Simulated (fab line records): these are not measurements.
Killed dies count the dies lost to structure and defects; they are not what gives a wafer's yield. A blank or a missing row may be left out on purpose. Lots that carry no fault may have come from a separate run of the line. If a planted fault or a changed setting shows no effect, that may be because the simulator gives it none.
2 desks looking at one fault || flow nand harc || every desk sees just its own numbers, and what lay behind them comes last

FOR THE TOOL OWNER'S DESK: rie si-05
The tool's own readings at NHARC_A_ZERO_WELL_ETCH_13 (etches the open film in HBr/Cl2, target depth 120 nm, time 40.1 s): means of the sampled wafers that have a number, for each lot that ran on this tool. A lot is out of limits, marked OUT, if its mean lies more than 4 standard deviations from the usual mean; the brackets give that distance.
Columns: A = bias w at NHARC_A_ZERO_WELL_ETCH_13, usual 100.01 W; B = chamber pressure mTorr at NHARC_A_ZERO_WELL_ETCH_13, usual 14.999 mTorr; C = drypump motor current A at NHARC_A_ZERO_WELL_ETCH_13, usual 5.9 A; D = hbr flow sccm at NHARC_A_ZERO_WELL_ETCH_13, usual 149.9 sccm; E = oes product au at NHARC_A_ZERO_WELL_ETCH_13, usual 1.002 a.u.; F = throttle valve pct at NHARC_A_ZERO_WELL_ETCH_13, usual 26.407 %
{"lot": "L211", "first seen here": "day 6 06:23", "A": 99.87, "B": 14.989, "C": 6.0, "D": 149.9, "E": 1.013, "F": 26.407}
{"lot": "L229", "first seen here": "day 10 19:44", "A": 100.21, "B": 14.982, "C": 6.1, "D": 149.9, "E": 1.011, "F": 26.400}
{"lot": "L231", "first seen here": "day 11 13:40", "A": 99.91, "B": 14.990, "C": 5.8, "D": 149.8, "E": 1.001, "F": 26.404}
{"lot": "L233", "first seen here": "day 11 23:42", "A": 99.72, "B": 14.994, "C": 5.9, "D": 149.8, "E": 0.996, "F": 26.409}
This desk found nothing out of limits on any of the 4 lots.

THE METROLOGY DESK
Means of the sampled wafers that have a number, per lot and without regard to the tool the lot ran on: this is what the gauges read. A lot is out of limits, marked OUT, if its mean lies more than 4 standard deviations from the usual mean; the brackets give that distance.
Columns: A = thk nm at NHARC_A_SOURCE_PLATE_THK_MEAS_09, usual 9.8 nm
{"lot": "L211", "first seen here": "day 6 14:35", "A": 9.9}
{"lot": "L212", "first seen here": "day 7 01:17", "A": 10.3}
{"lot": "L213", "first seen here": "day 7 01:17", "A": 9.8}
{"lot": "L216", "first seen here": "day 8 04:52", "A": 10.4}
{"lot": "L227", "first seen here": "day 11 06:52", "A": 9.8}
{"lot": "L228", "first seen here": "day 11 06:52", "A": 10.2}
{"lot": "L229", "first seen here": "day 11 06:52", "A": 9.5}
{"lot": "L230", "first seen here": "day 11 11:43", "A": 8.7}
{"lot": "L231", "first seen here": "day 11 21:53", "A": 10.2}
{"lot": "L233", "first seen here": "day 12 06:46", "A": 8.8}
This desk found nothing out of limits on any of the 10 lots.

ALL TOGETHER
The tool owner's desk saw nothing out of limits.
Nothing out of limits was seen by the metrology desk.

WHAT THE SIMULATOR HAD PUT IN
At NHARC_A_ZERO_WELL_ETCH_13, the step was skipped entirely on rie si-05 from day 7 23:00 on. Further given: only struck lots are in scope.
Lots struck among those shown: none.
